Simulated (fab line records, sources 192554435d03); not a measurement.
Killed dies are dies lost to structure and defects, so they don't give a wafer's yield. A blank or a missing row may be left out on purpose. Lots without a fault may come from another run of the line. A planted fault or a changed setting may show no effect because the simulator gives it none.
Split-lot experiment | flow n5_finfet | 7 lots, 21 wafers read, on a route of 1938 steps

THE SPLIT
At N5_DUMMY_GATE_COAT_34 (time 60 s, resist thk 60 nm), the setting spin_rpm was moved away from the recipe's 1500 rpm on 7 of the 21 wafers read, by -5.6% to +9.2%. The other wafers ran this setting at the recipe's value.

FROM THE SPLIT TO THE READING: what the file shows between them, 4 steps
- N5_DUMMY_GATE_COAT_35: time 60 s, resist thk 10 nm
- N5_DUMMY_GATE_COAT_28: time 60 s, resist thk 10 nm
- N5_DUMMY_GATE_ETCH_29: etches underlayer in N2/H2, target depth 13 nm
- N5_DUMMY_GATE_ETCH_36: etches SiARC in CF4, target depth 13 nm

THE READING
etch.depth_nm (the simulator's own value, which no gauge read), in nm, at N5_DUMMY_GATE_ETCH_37 (etches SOC in N2/H2, target depth 60 nm, overetch 30 nm). The file gives no usual value for it. The 14 wafers here that ran the recipe average 60.07 nm, standard deviation 0.13 nm.

wafer  | tool, chamber at the split | spin_rpm as run, rpm | against the recipe | etch.depth_nm, nm | against lot-mates on the recipe
L081.1 | litho_track-02, 0          | 1638                 | +9.2%              | 57.66             | -2.65
L081.2 | litho_track-02, 0          | 1638                 | +9.2%              | 57.56             | -2.75
L081.3 | litho_track-02, 0          | 1500                 | recipe             | 60.31             | -
L082.2 | litho_track-02, 0          | 1500                 | recipe             | 59.9              | -
L082.4 | litho_track-02, 0          | 1500                 | recipe             | 60.06             | -
L082.6 | litho_track-02, 0          | 1500                 | recipe             | 60.12             | -
L084.2 | litho_track-04, 0          | 1500                 | recipe             | 60.08             | -
L084.3 | litho_track-04, 0          | 1547                 | +3.1%              | 59.3              | -0.78
L084.6 | litho_track-04, 0          | 1547                 | +3.1%              | 59.4              | -0.68
L087.1 | litho_track-03, 0          | 1500                 | recipe             | 60.11             | -
L087.2 | litho_track-03, 0          | 1500                 | recipe             | 60.27             | -
L087.3 | litho_track-03, 0          | 1500                 | recipe             | 60.01             | -
L090.2 | litho_track-02, 0          | 1500                 | recipe             | 59.89             | -
L090.3 | litho_track-02, 0          | 1573                 | +4.9%              | 58.52             | -1.37
L090.5 | litho_track-02, 0          | 1573                 | +4.9%              | 58.55             | -1.34
L091.2 | litho_track-03, 0          | 1500                 | recipe             | 60.08             | -
L091.3 | litho_track-03, 0          | 1500                 | recipe             | 60.23             | -
L091.6 | litho_track-03, 0          | 1416                 | -5.6%              | 61.75             | +1.59
L092.2 | litho_track-04, 0          | 1500                 | recipe             | 59.9              | -
L092.4 | litho_track-04, 0          | 1500                 | recipe             | 60.05             | -
L092.6 | litho_track-04, 0          | 1500                 | recipe             | 59.95             | -

THE FIT
A straight line over all 21 wafers: etch.depth_nm changes by -0.278 nm for each +1% of spin_rpm; r = -0.99; the points scatter about the line by 0.14 nm.
The same after taking each lot's own level away (the mean of its wafers on the recipe; 21 wafers): -0.287 nm for each +1%; r = -1.00; scatter 0.091 nm.
On that fit, the largest move of spin_rpm shifts the reading by 2.6 nm.
The lots' own levels span 59.890 to 60.310 nm, that is 3.2 times the standard deviation above.
So the lot-to-lot level changes the slope little: the two slopes agree.
Check: with one of the wafers moved furthest among these (+9.2%) left out of the fit, the line predicts -2.61 nm for it against its lot-mates. It came out at -2.65 nm against them.

THE WHOLE CHAIN: every reading that the file lists as answering this split, in the file's order
step                  | what it does                                            | reading                                                                           | change (the file's fit)               | r (the file's)
N5_DUMMY_GATE_COAT_34 | time 60 s, resist thk 60 nm                             | SOC_of_DUMMY_GATE_COAT_34.thk_nm (the simulator's own value, which no gauge read) | -0.29 nm for each +1% of the setting  | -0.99
N5_DUMMY_GATE_ETCH_37 | etches SOC in N2/H2, target depth 60 nm, overetch 30 nm | etch.depth_nm (the simulator's own value, which no gauge read)                    | -0.285 nm for each +1% of the setting | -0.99

THE FILE'S OWN FIT
etch.depth_nm changes by -0.285 nm for each +1% of spin_rpm, r = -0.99.
